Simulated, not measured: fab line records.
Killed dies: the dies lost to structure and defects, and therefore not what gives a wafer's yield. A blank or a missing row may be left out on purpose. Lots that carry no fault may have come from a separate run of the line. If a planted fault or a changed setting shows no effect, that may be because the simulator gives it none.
What tool caused it? | flow n5-finfet | 30 wafers from 10 lots sampled at 3 of the route's 1938 steps

== WHAT THE GAUGES READ, wafer by wafer ==
N5_MIM_BOT_LITHO_CD_MEAS_08: target cd 3000 nm. Usual: cd-nm 2999.0 nm, standard deviation 1.7.
lot  | measured     | on        | cd-nm (nm)           | flag
L293 | day 12 09:55 | cd-sem-03 | 2998.3 2998.7 2999.8 |
L295 | day 12 09:45 | cd-sem-02 | 3000.7 3001.7 3000.2 |
L296 | day 12 13:41 | cd-sem-02 | 2999.9 2998.9 2998.5 |
L297 | day 13 02:56 | cd-sem-02 | 2998.1 2997.5 2994.9 |
L298 | day 13 16:28 | cd-sem-03 | 2995.8 2998.9 2999.0 |
L299 | day 13 16:55 | cd-sem-02 | 3001.5 2997.4 3000.5 |
L305 | day 15 17:34 | cd-sem-03 | 2999.0 2998.9 2999.1 |
L311 | day 16 22:02 | cd-sem-01 | 2999.9 3001.0 2998.8 |
L314 | day 18 04:11 | cd-sem-01 | 3000.1 3000.1 2999.2 |
L313 | day 18 05:03 | cd-sem-01 | 3001.3 3000.8 3001.4 |

== EACH LOT AND THE TOOL THAT RAN IT (in order: tool; ch and the chambers of the sampled wafers; start) ==
lot  | N5_BEOL_M8_STRIP_36                | N5_MIM_TOP_ALD_00
L293 | rie-diel-02 ch 1,2,3, day 9 11:40  | ald-hk-03 ch 1,3, day 12 07:41
L295 | rie-diel-02 ch 1,2,3, day 9 19:10  | ald-hk-02 ch 0,1, day 12 07:10
L296 | rie-diel-02 ch 0,1,3, day 10 02:52 | ald-hk-01 ch 0,1,2, day 12 11:26
L297 | rie-diel-02 ch 0,2, day 10 06:27   | ald-hk-03 ch 0,1,3, day 12 17:58
L298 | rie-diel-04 ch 0,3, day 10 17:07   | ald-hk-03 ch 0,1,3, day 13 13:49
L299 | rie-diel-02 ch 0,2, day 11 03:07   | ald-hk-02 ch 0,2,3, day 13 14:07
L305 | rie-diel-02 ch 0,1,2, day 13 08:39 | ald-hk-02 ch 0,1,3, day 15 13:04
L311 | rie-diel-05 ch 0,1,2, day 14 11:46 | ald-hk-01 ch 0,1,3, day 16 19:47
L314 | rie-diel-04 ch 0,1, day 14 23:58   | ald-hk-03 ch 2,3, day 17 22:16
L313 | rie-diel-05 ch 0,3, day 15 09:44   | ald-hk-03 ch 0,1,2, day 18 03:08
- N5_BEOL_M8_STRIP_36: strips in N2/H2.
- N5_MIM_TOP_ALD_00: deposits Al2O3, purge time 3 s, co reactant pulse time 3 s.

== WHAT THE TOOLS THEMSELVES READ (means of the sampled wafers that have a number; where no wafer has one, the mark that the record gives instead) ==
N5_BEOL_M8_STRIP_36. Usual: drypump-motor-current-A 5.7 A, standard deviation 0.42; h2-flow-sccm 200.0 sccm, standard deviation 0.64; n2-flow-sccm 199.9 sccm, standard deviation 0.61; oes-product-au 0.82 a.u., standard deviation 0.074; rf-vpp-V 59.4 V, standard deviation 1.3; showerhead-plenum-p-Torr 2.54 Torr, standard deviation 0.083; throttle-valve-pct 23.47 %, standard deviation 0.27.
lot  | tool        | drypump-motor-current-A (A) | h2-flow-sccm (sccm) | n2-flow-sccm (sccm) | oes-product-au (a.u.) | rf-vpp-V (V) | showerhead-plenum-p-Torr (Torr) | throttle-valve-pct (%) | flag
L293 | rie-diel-02 | 5.7                         | 200.5               | 200.2               | 0.86                  | 59.4         | 2.61                            | 23.42                  |
L295 | rie-diel-02 | 5.7                         | 200.5               | 200.2               | 0.84                  | 61.1         | 2.61                            | 23.39                  |
L296 | rie-diel-02 | 5.6                         | 199.7               | 199.9               | 0.81                  | 59.1         | 2.52                            | 23.50                  |
L297 | rie-diel-02 | 5.9                         | 200.8               | 199.6               | 0.74                  | 59.7         | 2.49                            | 23.46                  |
L298 | rie-diel-04 | 6.1                         | 199.7               | 200.0               | 0.77                  | 59.8         | 2.56                            | 23.44                  |
L299 | rie-diel-02 | 5.9                         | 200.3               | 199.3               | 0.74                  | 58.8         | 2.48                            | 23.46                  |
L305 | rie-diel-02 | 5.7                         | 199.8               | 199.3               | 0.76                  | 59.2         | 2.54                            | 23.49                  |
L311 | rie-diel-05 | 6.0                         | 200.0               | 199.7               | 0.84                  | 59.4         | 2.52                            | 23.79                  |
L314 | rie-diel-04 | 5.3                         | 200.6               | 200.0               | 0.84                  | 59.9         | 2.50                            | 23.09                  |
L313 | rie-diel-05 | 5.6                         | 200.2               | 200.1               | 0.82                  | 58.6         | 2.54                            | 23.70                  |

N5_MIM_TOP_ALD_00. Usual: precursor-pulse-height-rel 1.000, standard deviation 0.021.
lot  | tool      | precursor-pulse-height-rel | flag
L293 | ald-hk-03 | 1.022                      |
L295 | ald-hk-02 | 1.020                      |
L296 | ald-hk-01 | 1.024                      |
L297 | ald-hk-03 | 0.989                      |
L298 | ald-hk-03 | 1.006                      |
L299 | ald-hk-02 | 0.991                      |
L305 | ald-hk-02 | 0.997                      |
L311 | ald-hk-01 | 0.997                      |
L314 | ald-hk-03 | 0.977                      |
L313 | ald-hk-03 | 1.015                      |

== THE ANSWER, worked out from the rows above alone ==
Rule: take the mean of a lot's wafers that have a number; if it is more than 3 standard deviations from the usual mean, the lot is off. A lot without any number at a reading at which 4 lots or more have one is off too. Any other lot the step has rows for is counted as sound. After the gauges, taken in route order, come the tools' own readings; for these a lot's mean is taken, as printed above. At the first step where some lot is off, the reading lying furthest off is the one used; lots without a number count as furthest.
None of the lots is off at any reading shown; this tells nothing.

== WHAT WAS PUT IN BY THE SIMULATOR ==
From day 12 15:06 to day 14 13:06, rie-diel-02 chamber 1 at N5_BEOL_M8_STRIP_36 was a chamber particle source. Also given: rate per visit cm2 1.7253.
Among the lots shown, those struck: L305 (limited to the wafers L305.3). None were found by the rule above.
